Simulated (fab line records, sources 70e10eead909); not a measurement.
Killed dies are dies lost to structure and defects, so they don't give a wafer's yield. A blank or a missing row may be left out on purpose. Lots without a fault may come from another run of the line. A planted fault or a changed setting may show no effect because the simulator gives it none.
fab line records | flow nand_harc
record lots=6 wafers=18 last_day=24
route steps=1159 shown P_M0@282 P_M1@285 END@1159
lots that met no fault: from a run of the same line without faults
start_h: hours from the record's first day to the start of the lot's first wafer shown | wait_h: hours since the lot's step before | " the same as in the row above | L1.1+2: a row that stands for several wafers | - no value, or no start given | * or withheld: withheld | < > ~ a bound
route shown NAME@n: a module of which the file shows steps, and the number in the route of the first | usual: mean/standard deviation of fault-free wafers | same: alike in all rows | chamber/n: place in a boat | sites: the reading at each site | _std_site: their standard deviation | _edge_site: outer sites' mean less inner sites' | radius_mm: how far each site lies from the wafer's centre | mask NAME#n: copy n | behind: the tool/chamber that last shaped the wafer | hold: why the lot was held/for how many hours/how that ended | device: the transistor (n, p or np) that didn't switch | end of line: the same wafers' tests at the end of the route | a step without rows: its recipe alone | killed: dies lost to structure and defects at the first sort, not the wafer's yield | map: a wafer's dies, x killed, . not, _ none there
set.NAME: the setting as run; set.NAME@STEP: as run at that earlier step | model.NAME: the simulator's own value behind a step, which no gauge read
lots at some steps of the route; a table a step, a row a wafer
services: from which hour (start_h, from the record's first day; less than 0 if before it) a tool's chamber was out of use, for how many hours, and why
## steps
# step NHARC_P_M0_INSPECT_27
# usual raw_defect_count=306/120
# columns lot.wafer tool chamber start_h wait_h raw_defect_count
L957.3 defect_inspect-01 - 121.08 0.0 196
L957.4 " - " " 323
L957.5 " - " " 299
L971.1 defect_inspect-01 - 199.50 0.0 289
L971.2 " - " " 292
L971.3 " - " " 414
L975.2 defect_inspect-02 - 228.32 0.0 328
L975.5 " - " " 251
L975.6 " - " " 316
L978.1 defect_inspect-01 - 237.26 0.0 217
L978.2 " - " " 286
L978.4 " - " " 233
L977.3 defect_inspect-01 - 237.77 0.0 390
L977.4 " - " " 340
L977.5 " - " " 235
L979.3 defect_inspect-02 - 251.68 0.0 269
L979.5 " - " " 146
L979.6 " - " " 186
# step NHARC_P_M0_PRE_CLEAN_31
# recipe time_s=12 temp_c=370 rf_power_w=300 gas=NH3
# usual heater_power_w=631/64 susceptor_temp_C=369.97/0.22
# columns lot.wafer tool chamber start_h wait_h heater_power_w susceptor_temp_C
L957.3 pecvd-02 2 121.15 0.1 590 370.02
L957.4 " 2 " " 596 370.04
L957.5 " 0 " " 580 369.86
L971.3 pecvd-01 2 199.57 0.1 655 369.83
L971.1 " 0 " " 754 369.74
L971.2 " 1 " " 629 369.83
L975.2 pecvd-01 1 228.66 0.3 557 370.01
L975.5 " 2 " " 698 369.51
L975.6 " 0 " " 722 370.35
L978.2 pecvd-04 0 237.33 0.1 572 369.77
L978.1 " 2 " " 696 370.16
L978.4 " 2 " " 723 369.98
L977.3 pecvd-02 2 238.03 0.3 655 370.41
L977.4 " 0 " " 660 370.07
L977.5 " 1 " " 563 370.22
L979.3 pecvd-01 0 251.76 0.1 784 370.19
L979.6 " 2 " " 613 369.84
L979.5 " 1 " " 592 369.93
# step NHARC_P_M0_DEP_32
# recipe target_thk_a=300 temp_c=370 target_thk_nm=30 pressure_torr=3 flow_sccm=200 rf_w=450 material=SiCN
# usual heater_power_w=574/70 susceptor_temp_C=370.02/0.23
# columns lot.wafer tool chamber start_h wait_h heater_power_w susceptor_temp_C
L957.3 pecvd-02 2 121.23 0.1 557 369.77
L957.4 " 2 " " 559 369.85
L957.5 " 0 " " 528 370.74
L971.3 pecvd-01 2 199.65 0.1 594 369.90
L971.1 " 0 " " 717 369.99
L971.2 " 1 " " 485 369.97
L975.2 pecvd-01 1 228.80 0.1 529 370.16
L975.5 " 2 " " 564 370.05
L975.6 " 0 " " 737 369.99
L978.2 pecvd-04 0 237.41 0.1 514 370.26
L978.1 " 2 " " 667 370.07
L978.4 " 2 " " 642 369.94
L977.3 pecvd-02 2 238.11 0.1 622 370.46
L977.4 " 0 " " 491 369.76
L977.5 " 1 " " 456 369.95
L979.3 pecvd-01 0 251.87 0.1 741 370.00
L979.6 " 2 " " 640 369.82
L979.5 " 1 " " 539 369.69
# step NHARC_P_M1_DEP_00
# recipe target_thk_a=1825 target_thk_nm=182.5 temp_c=withheld pressure_torr=5 flow_sccm=200 rf_w=600 material=SiOC
# step NHARC_P_M1_DEHYDRATE_01
# recipe temp_c=150 time_s=120
# step NHARC_P_M1_HMDS_02
# recipe time_s=30
# step NHARC_P_M1_COAT_34
# recipe temp_c=200 time_s=65
# step NHARC_P_M1_COAT_03
# recipe spin_rpm=1500 resist_thk_nm=90
# step NHARC_P_M1_SOFTBAKE_04
# recipe temp_c=105 time_s=55
# step NHARC_P_M1_EBR_05
# step NHARC_P_M1_EXPOSE_06
# recipe na=1.35 target_cd_nm=130 dose_mj=81.88 mask_id=P_M1
# step NHARC_P_M1_PEB_07
# recipe peb_temp_c=100 peb_time_s=65
# usual chill_plate_temp_C=23.02/0.11 heater_power_total_W=156.6/0.43 plate_temp_C=100.02/0.13
# columns lot.wafer tool chamber start_h wait_h chill_plate_temp_C heater_power_total_W plate_temp_C
L957.3 litho_track-01 0 122.27 0.0 22.96 156.8 99.94
L957.4 " 0 " " 22.85 156.9 99.97
L957.5 " 0 " " 22.94 156.1 100.08
L971.1 litho_track-06 0 200.81 0.1 22.91 156.9 99.93
L971.2 " 0 " " 22.94 156.6 99.94
L971.3 " 0 " " 22.94 157.2 99.81
L975.2 litho_track-06 0 230.04 0.1 22.97 160.6 101.58
L975.5 " 0 " " 22.99 160.2 101.73
L975.6 " 0 " " 23.11 160.2 101.56
L978.1 litho_track-04 0 238.56 0.1 23.25 156.4 100.18
L978.2 " 0 " " 23.13 157.1 100.31
L978.4 " 0 " " 23.19 157.2 100.18
L977.3 litho_track-06 0 239.13 0.0 23.03 159.5 101.79
L977.4 " 0 " " 22.94 160.3 101.76
L977.5 " 0 " " 23.03 160.0 101.69
L979.3 litho_track-04 0 252.98 0.0 23.13 156.3 100.30
L979.5 " 0 " " 23.09 155.9 100.31
L979.6 " 0 " " 23.12 157.0 100.08
# step NHARC_P_M1_DEVELOP_08
# recipe develop_time_s=35 dev_temp_c=23
# step NHARC_P_M1_CD_MEAS_09
# recipe target_cd_nm=130 landing_energy_ev=500
# usual cd_nm=130.0/0.63
# columns lot.wafer tool chamber start_h wait_h cd_nm
L957.3 cd_sem-02 0 122.35 - 129.9
L957.4 " 0 " " 129.8
L957.5 " 0 " " 129.2
L971.1 cd_sem-03 0 200.89 - 130.1
L971.2 " 0 " " 131.4
L971.3 " 0 " " 129.8
L975.2 cd_sem-03 0 230.12 - 136.0
L975.5 " 0 " " 136.2
L975.6 " 0 " " 135.6
L978.1 cd_sem-02 0 238.64 - 130.1
L978.2 " 0 " " 130.3
L978.4 " 0 " " 130.1
L977.3 cd_sem-01 0 239.22 - 135.7
L977.4 " 0 " " 135.3
L977.5 " 0 " " 136.0
L979.3 cd_sem-03 0 253.06 - 130.3
L979.5 " 0 " " 130.8
L979.6 " 0 " " 130.3
# step NHARC_P_M1_OVL_MEAS_10
# recipe pitch_nm=260
# usual overlay_x_nm=-0.2/0.87 overlay_y_nm=0.1/0.88
# columns lot.wafer tool chamber start_h wait_h overlay_x_nm overlay_y_nm
L957.3 overlay-02 - 122.44 - -1.0 0.6
L957.4 " - " " -0.5 1.4
L957.5 " - " " -0.5 1.3
L971.1 overlay-01 - 200.98 - -0.2 -0.2
L971.2 " - " " 0.0 -0.4
L971.3 " - " " -0.2 -0.2
L975.2 overlay-02 - 230.21 - -0.6 0.2
L975.5 " - " " -1.2 -0.4
L975.6 " - " " -0.8 -0.1
L978.1 overlay-02 - 238.73 - -0.3 1.2
L978.2 " - " " -0.9 0.9
L978.4 " - " " -0.8 0.9
L977.3 overlay-01 - 239.30 - -0.7 -0.5
L977.4 " - " " -1.1 -1.5
L977.5 " - " " -0.6 -1.2
L979.3 overlay-01 - 253.14 - -1.2 -0.7
L979.5 " - " " -0.9 -0.6
L979.6 " - " " -1.4 -0.8
# step NHARC_P_M1_INSPECT_11
# usual raw_defect_count=3.5/2
# columns lot.wafer tool chamber start_h wait_h raw_defect_count
L957.3 defect_inspect-01 - 122.47 0.0 5
L957.4 " - " " 3
L957.5 " - " " 3
L971.1 defect_inspect-02 - 201.02 0.0 5
L971.2 " - " " 3
L971.3 " - " " 3
L975.2 defect_inspect-02 - 230.25 0.0 6
L975.5 " - " " 2
L975.6 " - " " 7
L978.1 defect_inspect-01 - 238.77 0.0 3
L978.2 " - " " 4
L978.4 " - " " 5
L977.3 defect_inspect-01 - 239.34 0.0 0
L977.4 " - " " 3
L977.5 " - " " 1
L979.3 defect_inspect-01 - 253.18 0.0 0
L979.5 " - " " 4
L979.6 " - " " 4
# step NHARC_P_M1_DESCUM_14
# recipe time_s=3 o2_flow_sccm=200 ar_flow_sccm=0 bias_power_w=0 chemistry=O2
# usual drypump_motor_current_A=5.7/0.5 oes_product_au=1.004/0.0085 rf_vpp_V=57.8/0.94 showerhead_plenum_p_Torr=1.94/0.1 throttle_valve_pct=11.310/0.0098
# columns lot.wafer tool chamber start_h wait_h drypump_motor_current_A oes_product_au rf_hours_counter_h rf_vpp_V showerhead_plenum_p_Torr throttle_valve_pct model.P_M1.cd_nm
L957.3 rie_diel-10 0 122.54 0.1 5.2 1.002 3 56.7 1.81 11.306 129.2
L957.5 " 2 " " 5.3 1.005 - 58.7 2.04 11.309 128.1
L957.4 " 0 " " 5.2 1.001 - 57.4 1.81 11.317 129.6
L971.2 rie_diel-10 3 201.08 0.1 6.0 1.022 0 58.4 1.94 11.309 130.8
L971.3 " 0 " " 5.2 1.003 0 57.4 1.81 11.299 129.6
L971.1 " 2 " " 5.3 1.009 0 60.2 2.04 11.317 129.8
L975.2 rie_diel-10 0 230.33 0.1 5.2 1.006 1 56.8 1.81 11.317 136.1
L975.5 " 1 " " 5.6 0.997 - 57.6 1.85 11.306 135.8
L975.6 " 2 " " 5.3 1.004 - 58.7 2.04 11.308 135.2
L978.1 rie_diel-12 1 238.83 0.1 6.2 1.005 2 57.8 2.05 11.328 130.4
L978.4 " 2 " " 5.8 0.997 3 57.8 2.07 11.323 129.9
L978.2 " 0 " " 6.5 1.001 2 58.2 2.06 11.309 130.4
L977.3 rie_diel-12 1 239.40 0.1 6.3 0.989 2 60.0 2.05 11.314 135.7
L977.4 " 2 " " 5.8 0.993 3 57.7 2.07 11.315 135
L977.5 " 0 " " 6.5 1.008 - 57.8 2.06 11.301 136.2
L979.3 rie_diel-07 2 253.24 0.1 5.7 1.010 0 57.6 1.95 11.313 130.4
L979.5 " 2 " " 5.7 1.017 - 59.1 1.95 11.315 130.9
L979.6 " 3 " " 6.3 1.006 - 56.5 1.79 11.314 129.8
# step NHARC_P_M1_ETCH_35
# recipe target_depth_a=400 overetch_a=120 time_s=43.94 ion_energy_ev=200 n2_flow_sccm=150 h2_flow_sccm=150 ar_flow_sccm=0 rf_w=400 bias_w=150 chemistry=N2/H2
# usual bias_w=149.9/0.46 drypump_motor_current_A=5.7/0.49 oes_product_au=1.003/0.0091 rf_vpp_V=431/3.2 showerhead_plenum_p_Torr=2.07/0.11 throttle_valve_pct=14.170/0.0082
# columns lot.wafer tool chamber start_h wait_h bias_w drypump_motor_current_A oes_product_au rf_hours_counter_h rf_vpp_V showerhead_plenum_p_Torr throttle_valve_pct
L957.3 rie_diel-10 1 122.65 0.1 149.8 5.6 1.002 3 428 1.97 14.167
L957.4 " 2 " " 150.0 5.3 1.012 - 434 2.18 14.174
L957.5 " 0 " " 149.8 5.2 1.000 - 427 1.92 14.164
L971.3 rie_diel-10 3 201.16 0.1 149.9 5.9 1.019 0 430 2.07 14.175
L971.1 " 0 " " 149.9 5.2 1.015 0 428 1.92 14.172
L971.2 " 2 " " 149.6 5.3 1.007 0 433 2.18 14.177
L975.2 rie_diel-10 1 230.40 0.1 149.7 5.5 0.999 1 430 1.96 14.185
L975.5 " 3 " " 150.2 6.0 1.010 - 432 2.07 14.174
L975.6 " 0 " " 150.1 5.2 1.011 - 426 1.92 14.156
L978.4 rie_diel-12 2 238.91 0.1 150.4 5.8 0.999 3 435 2.21 14.159
L978.1 " 3 " " 150.1 5.0 0.991 2 427 1.94 14.163
L978.2 " 1 " " 150.2 6.3 0.998 2 435 2.19 14.168
L977.4 rie_diel-12 3 239.48 0.1 149.7 5.0 1.009 3 429 1.94 14.165
L977.3 " 1 " " 149.7 6.3 1.008 2 435 2.19 14.164
L977.5 " 3 " " 149.8 5.0 0.998 - 427 1.94 14.181
L979.3 rie_diel-07 0 253.34 0.1 149.4 5.6 1.006 0 429 2.08 14.173
L979.5 " 1 " " 149.6 4.9 1.008 - 431 2.07 14.181
L979.6 " 2 " " 149.7 5.7 1.009 - 431 2.08 14.163
# step NHARC_P_M1_ETCH_15
# recipe target_depth_a=1825 time_s=91.2 c4f8_flow_sccm=withheld ar_flow_sccm=400 rf_w=600 bias_w=300 chemistry=C4F8/Ar
# usual bias_w=299.9/0.99 oes_product_au=0.958/0.022 rf_vpp_V=442/3.3
# columns lot.wafer tool chamber start_h wait_h bias_w oes_product_au rf_hours_counter_h rf_vpp_V
L957.3 rie_diel-10 0 - - 299.7 0.923 3 438
L957.4 " 2 " " 300.1 0.939 - 444
L957.5 " 1 " " 298.8 0.923 - 439
L971.3 rie_diel-10 3 - - 299.8 0.976 0 441
L971.1 " 0 " " 298.9 0.974 0 437
L971.2 " 1 " " 301.1 0.984 0 439
L975.2 rie_diel-10 2 - - 299.4 0.971 1 444
L975.5 " 3 " " 299.8 1.007 - 441
L975.6 " 0 " " 302.1 0.978 - 438
L978.1 rie_diel-12 1 - - 298.8 0.947 2 444
L978.4 " 2 " " 300.4 0.956 3 446
L978.2 " 3 " " 299.6 0.957 2 436
L977.4 rie_diel-12 0 - - 300.5 0.963 2 446
L977.3 " 1 " " 300.5 0.957 2 446
L977.5 " 3 " " 300.3 0.968 - 438
L979.3 rie_diel-07 3 - - 299.6 0.953 0 436
L979.5 " 3 " " 301.4 0.953 - 438
L979.6 " 0 " " 299.2 0.967 - 442
# step NHARC_P_M1_CD_MEAS_16
# usual cd_nm=129.8/0.86
# columns lot.wafer tool chamber start_h wait_h cd_nm
L957.3 cd_sem-03 - 122.90 - 129.2
L957.4 " - " " 129.7
L957.5 " - " " 127.9
L971.1 cd_sem-03 - 201.38 - 130.0
L971.2 " - " " 130.1
L971.3 " - " " 129.2
L975.2 cd_sem-01 - 230.61 - 136.3
L975.5 " - " " 135.3
L975.6 " - " " 134.9
L978.1 cd_sem-03 - 239.14 - 130.1
L978.2 " - " " 130.7
L978.4 " - " " 130.1
L977.3 cd_sem-02 - 239.71 - 135.2
L977.4 " - " " 134.6
L977.5 " - " " 135.4
L979.3 cd_sem-03 - 253.55 - 130.4
L979.5 " - " " 131.1
L979.6 " - " " 129.8
# step NHARC_P_M1_STRIP_18
# recipe power_w=1000 n2_flow_sccm=150 h2_flow_sccm=150 ar_flow_sccm=0 bias_w=0 chemistry=N2/H2
# usual drypump_motor_current_A=5.7/0.46 oes_product_au=1.006/0.011 rf_vpp_V=90.8/0.96 showerhead_plenum_p_Torr=2.06/0.1 throttle_valve_pct=14.171/0.0086
# same bias_w=0
# columns lot.wafer tool chamber start_h wait_h drypump_motor_current_A oes_product_au rf_hours_counter_h rf_vpp_V showerhead_plenum_p_Torr throttle_valve_pct
L957.4 rie_diel-12 0 122.96 0.1 6.5 1.008 7 91.8 2.21 14.170
L957.3 " 2 " " 5.9 1.001 7 92.1 2.21 14.162
L957.5 " 0 " " 6.5 1.003 - 91.0 2.21 14.165
L971.3 rie_diel-12 3 201.46 0.1 5.0 0.991 11 89.9 1.94 14.174
L971.1 " 0 " " 6.5 0.998 13 91.5 2.20 14.172
L971.2 " 2 " " 5.8 0.993 12 91.2 2.21 14.160
L975.2 rie_diel-12 1 230.74 0.1 6.2 0.991 2 91.7 2.19 14.177
L975.5 " 3 " " 5.0 0.997 - 90.0 1.94 14.167
L975.6 " 0 " " 6.5 1.005 - 91.9 2.20 14.184
L978.2 rie_diel-10 0 239.24 0.1 5.2 1.020 1 90.7 1.92 14.164
L978.4 " 1 " " 5.6 0.993 1 91.8 1.96 14.158
L978.1 " 2 " " 5.3 1.007 1 91.2 2.18 14.167
L977.4 rie_diel-10 3 239.78 0.1 6.0 1.012 2 90.5 2.07 14.169
L977.3 " 2 " " 5.3 1.010 1 90.4 2.18 14.171
L977.5 " 3 " " 6.0 1.008 - 91.5 2.07 14.165
L979.3 rie_diel-10 2 253.62 0.1 5.3 1.018 1 91.1 2.18 14.172
L979.6 " 2 " " 5.3 1.010 - 92.6 2.18 14.171
L979.5 " 3 " " 5.9 1.024 - 91.7 2.07 14.155
# step NHARC_P_M1_ETCH_28
# recipe target_depth_a=300 over_etch_frac=0.3 time_s=72.99 ion_energy_ev=150 cf4_flow_sccm=50 n2_flow_sccm=100 ar_flow_sccm=150 rf_w=300 bias_w=100 chemistry=CF4/N2
# usual bias_w=100.0/0.32 drypump_motor_current_A=5.6/0.45 oes_product_au=1.005/0.0098 rf_vpp_V=314.6/2.3 showerhead_plenum_p_Torr=2.65/0.12 throttle_valve_pct=19.794/0.009
# columns lot.wafer tool chamber start_h wait_h bias_w drypump_motor_current_A oes_product_au rf_hours_counter_h rf_vpp_V showerhead_plenum_p_Torr throttle_valve_pct model.P_M1.cd_nm
L957.3 rie_diel-12 3 - - 100.2 5.0 0.993 6 310.9 2.51 19.788 128.7
L957.4 " 0 " " 100.3 6.5 1.002 7 318.0 2.82 19.796 128.9
L957.5 " 0 " " 99.5 6.5 1.008 - 318.3 2.82 19.798 127.8
L971.3 rie_diel-12 2 - - 99.9 5.9 1.009 12 318.5 2.82 19.772 129.5
L971.1 " 3 " " 99.8 5.0 0.993 11 313.1 2.51 19.801 129.5
L971.2 " 1 " " 99.6 6.2 1.005 13 316.7 2.80 19.790 130.3
L975.2 rie_diel-12 2 - - 100.5 5.8 0.992 2 318.1 2.82 19.800 135.9
L975.6 " 3 " " 100.1 5.0 0.989 - 311.6 2.51 19.794 134.4
L975.5 " 0 " " 99.8 6.5 1.015 - 317.4 2.82 19.785 135.2
L978.4 rie_diel-10 0 - - 100.1 5.2 1.002 1 311.3 2.49 19.786 130.3
L978.2 " 1 " " 100.0 5.6 0.989 1 312.1 2.54 19.790 130.8
L978.1 " 3 " " 100.4 6.0 1.013 2 314.5 2.66 19.793 130.2
L977.4 rie_diel-10 0 - - 100.2 5.2 1.003 2 311.0 2.49 19.791 133
L977.3 " 1 " " 100.6 5.5 0.999 1 311.8 2.54 19.805 135.2
L977.5 " 2 " " 99.8 5.3 0.999 - 317.1 2.79 19.799 134.7
L979.3 rie_diel-10 3 - - 100.7 5.9 1.029 2 315.5 2.66 19.803 130.4
L979.6 " 0 " " 100.0 5.2 1.002 - 311.0 2.49 19.796 129.3
L979.5 " 1 " " 99.9 5.5 0.989 - 312.0 2.54 19.806 129.8
# step NHARC_P_M1_STRIP_19
# recipe time_s=600 temp_c=30 chemistry=post_etch_residue_remover
# step NHARC_END_SORT_01
# recipe temp_c=25
# usual defect_limited_yield=95.3/1.7 killed_at_array=28/11 killed_at_other=0.5/0.85 killed_at_periphery=2.7/1.9 killed_dies=32/12 killed_open=3.3/1.6 killed_short=2.1/1.5 sort_bin_2_pct=1.5/0.71 sort_bin_3_pct=0.25/0.23 sort_bin_4_pct=3.0/1.1 sort_n_pass=645/12 sort_rim_yield_pct=95/3.1 sort_yield_pct=95.3/1.7
# same gross_dies=677 sort_bin_5_pct[%]=0 sort_bin_6_pct[%]=0 sort_bin_7_pct[%]=0 sort_bin_8_pct[%]=0 sort_rim_n_gross=106.00
# columns lot.wafer tool chamber start_h wait_h defect_limited_yield[%] killed_at_array killed_at_other killed_at_periphery killed_dies killed_open killed_short sort_bin_2_pct[%] sort_bin_3_pct[%] sort_bin_4_pct[%] sort_n_pass sort_rim_yield_pct[%] sort_yield_pct[%]
L971.1 prober-02 0 512.95 2.5 89.5 65 1 5 71 2 2 3.4 1.48 5.6 606 83 89.5
L971.2 prober-02 0 513.74 2.8 94.2 37 0 2 39 3 2 2.2 0.30 3.2 638 95 94.2
L971.3 prober-02 0 514.53 3.1 92.2 51 1 1 53 3 2 2.8 0.59 4.4 624 92 92.2
L975.2 prober-02 0 564.74 2.8 96.2 26 0 0 26 5 2 1.0 0 2.8 651 98 96.2
L975.5 prober-02 0 567.14 3.7 96.9 19 0 2 21 1 2 1.2 0.30 1.6 656 99 96.9
L975.6 prober-02 0 567.94 4.0 97.3 15 1 2 18 4 2 0.7 0.15 1.8 659 97 97.3
# killed by level:class
L971.1 A_CHANNEL_HOLE_D1:chamber_film_flake=24 A_SLIT:chamber_film_flake=18 A_STAIRCASE:chamber_film_flake=11 A_CONTACT:chamber_film_flake=6 A_CHANNEL_FILL_D1:chamber_film_flake=3 P_ZERO_WELL:chamber_film_flake=2 P_M1:chamber_film_flake=2 P_M0:geometric_particle:open=1
L971.2 A_SLIT:chamber_film_flake=14 A_CHANNEL_HOLE_D1:chamber_film_flake=7 A_STAIRCASE:chamber_film_flake=7 A_CONTACT:chamber_film_flake=4 P_M0:geometric_particle:open=1 A_ONON_D1:geometric_particle:short=1 A_CHANNEL_HOLE_D1:geometric_particle:short=1 A_WL_FILL:geometric_particle:open=1
L971.3 A_SLIT:chamber_film_flake=18 A_CHANNEL_HOLE_D1:chamber_film_flake=15 A_STAIRCASE:chamber_film_flake=11 A_CONTACT:chamber_film_flake=2 A_CHANNEL_HOLE_D1:geometric_particle:short=1 A_CHANNEL_FILL_D1:geometric_particle:open=1 A_SGD_CUT:geometric_particle:open=1 A_M0:geometric_particle:open=1
L975.2 A_CHANNEL_HOLE_D1:chamber_film_flake=9 A_STAIRCASE:chamber_film_flake=4 A_CONTACT:chamber_film_flake=3 A_BLC:geometric_particle:open=2 A_CHANNEL_FILL_D1:chamber_film_flake=2 A_ONON_D1:geometric_particle:open=1 A_CHANNEL_FILL_D1:geometric_particle:open=1 A_SGD_CUT:geometric_particle:short=1
L975.5 A_CHANNEL_HOLE_D1:chamber_film_flake=10 A_STAIRCASE:chamber_film_flake=3 A_CHANNEL_FILL_D1:chamber_film_flake=2 A_CONTACT:chamber_film_flake=2 P_GATE:geometric_particle:open=1 A_STAIRCASE:geometric_particle:short=1 A_M1:geometric_particle:short=1 P_STI:chamber_film_flake=1
L975.6 A_CHANNEL_HOLE_D1:chamber_film_flake=6 A_CONTACT:chamber_film_flake=3 P_CONTACT:geometric_particle:short=1 A_SOURCE_PLATE:geometric_particle:open=1 A_SGD_CUT:geometric_particle:open=1 A_CONTACT:geometric_particle:open=1 A_BLC:geometric_particle:short=1 P_ZERO_WELL:chamber_film_flake=1
## services
# columns tool chamber start_h hours kind
pecvd-01 - 98.46 1.2 repair
rie_diel-10 2 107.46 4.0 repair
rie_diel-10 3 111.97 11.0 repair
litho_track-06 - 117.00 7.0 pm
rie_diel-07 0 122.63 2.6 repair
rie_diel-12 - 131.49 1.0 repair
litho_track-04 - 141.00 7.0 pm
pecvd-04 0 151.19 3.4 repair
pecvd-02 - 153.45 13.0 pm
rie_diel-12 3 154.76 3.9 repair
pecvd-04 - 155.90 1.0 repair
rie_diel-07 1 161.81 8.7 repair
rie_diel-10 - 176.50 9.0 pm
pecvd-01 2 177.05 2.4 repair
pecvd-02 0 183.67 6.2 repair
rie_diel-12 1 187.26 6.5 repair
rie_diel-10 2 194.80 4.1 repair
pecvd-04 - 195.28 13.0 pm
rie_diel-12 - 202.40 9.0 pm
pecvd-02 - 213.11 1.0 repair
pecvd-04 1 227.64 5.6 repair
rie_diel-07 - 228.20 9.0 pm
pecvd-01 - 237.00 13.0 pm
rie_diel-12 3 250.03 4.5 repair
## key
first_sign step=NHARC_P_M1_PEB_07 reading=plate_temp_C direction=up sigmas=13 usual=* struck=*
effect step=NHARC_P_M1_PEB_07 reading=heater_power_total_W direction=up sigmas=8.2 usual=* struck=*
effect step=NHARC_P_M1_CD_MEAS_09 reading=cd_nm direction=up sigmas=9.3 usual=130.0 struck=135.8
effect step=NHARC_P_M1_CD_MEAS_16 reading=cd_nm direction=up sigmas=6.4 usual=129.8 struck=135.3
model_effect step=NHARC_P_M1_DESCUM_14 value=P_M1.cd_nm without=130.1 struck=135.7
model_effect step=NHARC_P_M1_ETCH_28 value=P_M1.cd_nm without=129.1 struck=134.7
met_at NHARC_P_M1_PEB_07
struck_wafers L975.2,L975.5,L975.6,L977.3,L977.4,L977.5
onset_between 200.81 230.04
fault kind=process_parameter_drift tool=litho_track-06 chamber=- onset_h=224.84 steps=NHARC_P_M1_PEB_07 channel=peb_temp_c offset=* shape=step end_h=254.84 acts_in=* stated=*
